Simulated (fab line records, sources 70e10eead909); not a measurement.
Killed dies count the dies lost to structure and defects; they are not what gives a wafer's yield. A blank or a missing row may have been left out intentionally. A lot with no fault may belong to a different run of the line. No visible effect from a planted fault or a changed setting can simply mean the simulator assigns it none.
Struck lot and sound lot, side by side :: flow nand_harc :: 42 steps out of a route of 1302
Sound: the wafers L747.1, L747.3, L747.4. Wafers struck: L750.3, L750.5, L750.6. Last of all comes the cause.
For every step that has rows: the tool of each side, followed by ch and its chambers, followed by its first start. Under that, the readings that differ: sound wafers :: struck wafers :: difference of the means :: sigmas: that difference in standard deviations of wafers without a fault.
alike: a reading whose means differ by less than 2 such deviations, as well as words and numbers matching on both sides. not compared: withheld readings; readings where some wafer has no value; bounds like >300 that might hide an equal value; numbers whose values overlap and for which the record gives no deviation.
The two part at a step that has a row with sigmas, a row that says differs or no value, or rows on one side only. Non-overlapping numbers with no deviation appear without sigmas and do not part them. A reading missing from all wafers of one side parts the sides only when that side holds two or more wafers.

first, 4 steps without rows for these wafers: NHARC_A_M1_STRIP_19 (strips in post etch residue remover, time 600 s); NHARC_A_M1_DEGAS_29 (time 60 s); NHARC_A_M1_PRE_CLEAN_30 (time 30 s); NHARC_A_M1_PVD_20 (deposits TaN, target thk 5 nm, time 8.06 s).
NHARC_A_M1_PVD_21: deposits Cu, target thk 30 nm, time 20.49 s.
  sound on pvd_sputter-02; struck on pvd_sputter-03
  alike: chamber_pressure_pa, throttle_valve_pct
then, 3 steps without rows for these wafers: NHARC_A_M1_ECD_22 (material Cu, target thk 400 nm); NHARC_A_M1_ANNEAL_31 (time 90 s); NHARC_A_M1_CMP_23 (polishes, t overpolish 20 s, target thk 154.34 nm).
NHARC_A_M1_THK_MEAS_24: measures by xrf.
  sound: film_metro-02 at day 28 19:20; struck: film_metro-01 at day 29 22:16
  alike: thk_nm
after that, 1 step had no rows for these wafers: NHARC_A_M1_SRD_25.
NHARC_A_M1_INSPECT_27:
  sound: defect_inspect-02 at day 28 19:31; struck: defect_inspect-02 at day 29 22:26
  alike: raw_defect_count
NHARC_A_M1_PRE_CLEAN_32: time 12 s.
  sound on pecvd-02 ch 0,1,2, day 28 19:35; struck on pecvd-02 ch 0,2, day 29 22:31
  alike: heater_power_w
then, 1 step without rows for these wafers: NHARC_A_M1_DEP_33 (deposits SiCN, target thk 30 nm).
NHARC_A_BONDPAD_DEP_00: deposits SiCN, target thk 250 nm.
  sound on pecvd-02 ch 0,1,2; struck on pecvd-01 ch 0,1,2, day 30 06:02
reading: hold
sound: - - -
struck: await_dispo/6.7h/release await_dispo/6.7h/release await_dispo/6.7h/release
difference: no value on the sound wafers
sigmas: 
  alike: heater_power_w
then, 1 step without rows for these wafers: NHARC_A_BONDPAD_CMP_29 (polishes SiCN, target thk 200 nm).
NHARC_A_BONDPAD_THK_MEAS_30: measures by ellipsometry.
  sound: film_metro-02 at day 28 20:52; struck: film_metro-02 at day 30 06:56
  alike: thk_nm
then, 10 steps without rows for these wafers: NHARC_A_BONDPAD_SRD_31; NHARC_A_BONDPAD_DEHYDRATE_01 (time 120 s); NHARC_A_BONDPAD_HMDS_02 (time 30 s); NHARC_A_BONDPAD_COAT_33 (time 65 s); NHARC_A_BONDPAD_COAT_03 (resist thk 600 nm); NHARC_A_BONDPAD_SOFTBAKE_04 (time 70 s); NHARC_A_BONDPAD_EBR_05; NHARC_A_BONDPAD_EXPOSE_06 (exposes mask A BPAD); NHARC_A_BONDPAD_PEB_07 (peb time 80 s); NHARC_A_BONDPAD_DEVELOP_08 (time 50 s).
NHARC_A_BONDPAD_CD_MEAS_09: the cd target is 500 nm.
  sound on cd_sem-01 ch 0, day 28 21:19; struck on cd_sem-03 ch 0, day 30 07:23
  alike: cd_nm
NHARC_A_BONDPAD_OVL_MEAS_35:
  sound: overlay-02 at day 28 21:24; struck: overlay-01 at day 30 07:28
  alike: overlay_x_nm, overlay_y_nm
then, 3 steps without rows for these wafers: NHARC_A_BONDPAD_HARDBAKE_10 (time 65 s); NHARC_A_BONDPAD_DESCUM_11 (chemistry O2, time 3 s); NHARC_A_BONDPAD_ETCH_34 (etches the open film in N2/H2, target depth 60 nm, overetch 18 nm, time 65.91 s).
NHARC_A_BONDPAD_ETCH_12: etches the open film in CHF3/O2, target depth 220 nm, time 110 s.
  sound: rie_diel-08 ch 1,2,3; struck: rie_diel-11 ch 0,1,2
reading: oes_product_au (a.u.)
sound: 0.984 0.957 0.969
struck: 0.912 0.935 0.907
difference: -0.052
sigmas: -2
  alike: drypump_motor_current_A, rf_vpp_V, showerhead_plenum_p_Torr, throttle_valve_pct
  not compared: rf_hours_counter_h
NHARC_A_BONDPAD_CD_MEAS_13:
  sound: cd_sem-03 at day 28 21:50; struck: cd_sem-02 at day 30 08:21
  alike: cd_nm
NHARC_A_BONDPAD_STRIP_15: strips in O2.
  sound on rie_diel-11 ch 0,1,3, day 28 21:55; struck on rie_diel-08 ch 0,2,3, day 30 08:27
  alike: drypump_motor_current_A, oes_product_au, rf_vpp_V, showerhead_plenum_p_Torr, throttle_valve_pct
  not compared: rf_hours_counter_h
then, 4 steps without rows for these wafers: NHARC_A_BONDPAD_ETCH_24 (etches the open film in CF4/N2, target depth 30 nm, time 72.99 s); NHARC_A_BONDPAD_STRIP_16 (strips in post etch residue remover, time 600 s); NHARC_A_BONDPAD_DEGAS_25 (time 60 s); NHARC_A_BONDPAD_PRE_CLEAN_26 (time 30 s).
NHARC_A_BONDPAD_PVD_17: deposits TaN, target thk 5 nm, time 8.06 s.
  sound on pvd_sputter-01; struck on pvd_sputter-01
  alike: chamber_pressure_pa, throttle_valve_pct
NHARC_A_BONDPAD_PVD_27: deposits Cu, target thk 30 nm, time 20.49 s.
  sound on pvd_sputter-01; struck on pvd_sputter-01
  alike: chamber_pressure_pa, throttle_valve_pct
then, 1 step without rows for these wafers: NHARC_A_BONDPAD_ECD_18 (material Cu, target thk 400 nm).
NHARC_END_SORT_01:
  sound on prober-02 ch 0, day 30 05:17; struck on prober-01 ch 0, day 31 23:56
reading: defect_limited_yield (%)
sound: 92.6 94.2 86.6
struck: 81.7 84.8 80.1
difference: -8.9
sigmas: -3

reading: killed_at_array
sound: 46 37 89
struck: 124 101 132
difference: +62
sigmas: +3

reading: killed_dies
sound: 50 39 91
struck: 124 103 135
difference: +61
sigmas: +3
  alike: killed_at_other, killed_at_periphery, killed_open, killed_short

WHERE THEY PART
First at NHARC_A_BONDPAD_DEP_00; last, within this record, at NHARC_END_SORT_01.

WHY: whatever the simulator had introduced
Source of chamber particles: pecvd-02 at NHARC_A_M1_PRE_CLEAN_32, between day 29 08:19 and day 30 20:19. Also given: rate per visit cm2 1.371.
